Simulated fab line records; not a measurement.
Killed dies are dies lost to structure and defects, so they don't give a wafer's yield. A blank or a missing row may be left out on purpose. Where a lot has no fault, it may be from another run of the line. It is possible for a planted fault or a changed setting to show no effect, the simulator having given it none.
Matching of chambers ; flow n5 finfet ; N5_MOL_CONTACT_COAG_ETCH_47 on rie diel-01: 4 sister chambers
The step etches SiNx in CH3F/O2, stops on W, target depth 27 nm. 18 wafers are shown with their chamber, then 9 later ones without.

## WAFERS PAIRED WITH THEIR CHAMBERS
wafer;chamber;drypump motor current A (A);throttle valve pct (%);showerhead plenum p Torr (Torr)
L074.2;1;5.5;16.76;1.99
L074.3;3;6.4;16.52;1.98
L074.5;1;5.5;16.76;1.99
L076.2;1;5.5;16.77;1.99
L076.4;2;5.7;15.87;1.96
L076.5;0;5.2;16.64;1.97
L079.3;1;5.5;16.78;1.98
L079.4;0;5.2;16.63;1.97
L079.6;2;5.7;15.87;1.96
L086.1;1;5.5;16.81;1.98
L086.2;2;5.7;15.91;1.95
L086.6;3;6.5;16.09;1.97
L085.3;3;6.4;16.12;1.97
L085.4;2;5.8;15.90;1.95
L085.6;1;5.6;16.81;1.98
L088.1;2;5.8;15.92;1.95
L088.3;1;5.5;16.84;1.98
L088.5;0;5.2;16.12;1.96

SIGNATURES (means of the wafers above)
reading;chamber 0;chamber 1;chamber 2;chamber 3;scatter within a chamber
drypump motor current A;5.200;5.514;5.740;6.433;0.0441
throttle valve pct;16.4633;16.7900;15.8940;16.2433;0.146
showerhead plenum p Torr;1.9667;1.9843;1.9540;1.9733;0.00551
Rule: for each reading, subtract the chamber's mean from the wafer's reading, divide by that reading's scatter and square the result; add these up over the readings and take the root, which gives the wafer's distance from the chamber. If the next closest chamber is less than 2 further off than the closest, the wafer can't be placed; otherwise it belongs to the closest. The scatter: take each reading less its chamber's mean, square it, sum over the shown wafers, divide by the number of wafers less the number of chambers, and take the root.

## WAFERS WHOSE CHAMBER IS MISSING
wafer;drypump motor current A (A);throttle valve pct (%);showerhead plenum p Torr (Torr)
L090.1;6.4;16.13;1.97
L090.2;5.2;16.14;1.96
L090.4;5.5;16.83;1.97
L093.1;5.2;16.14;1.96
L093.3;6.4;16.13;1.97
L093.6;5.5;16.83;1.97
L096.1;5.2;16.18;1.95
L096.5;6.4;16.16;1.96
L096.6;5.2;16.15;1.95

## THE CHAMBER EACH PASSED THROUGH
wafer;from the rows above;in truth
L090.1;3;3
L090.2;0;0
L090.4;1;1
L093.1;0;0
L093.3;3;3
L093.6;1;1
L096.1;0;0
L096.5;3;3
L096.6;0;0
Placed correctly: 9 of 9. Number that these rows cannot place: 0. Number placed wrongly: 0.
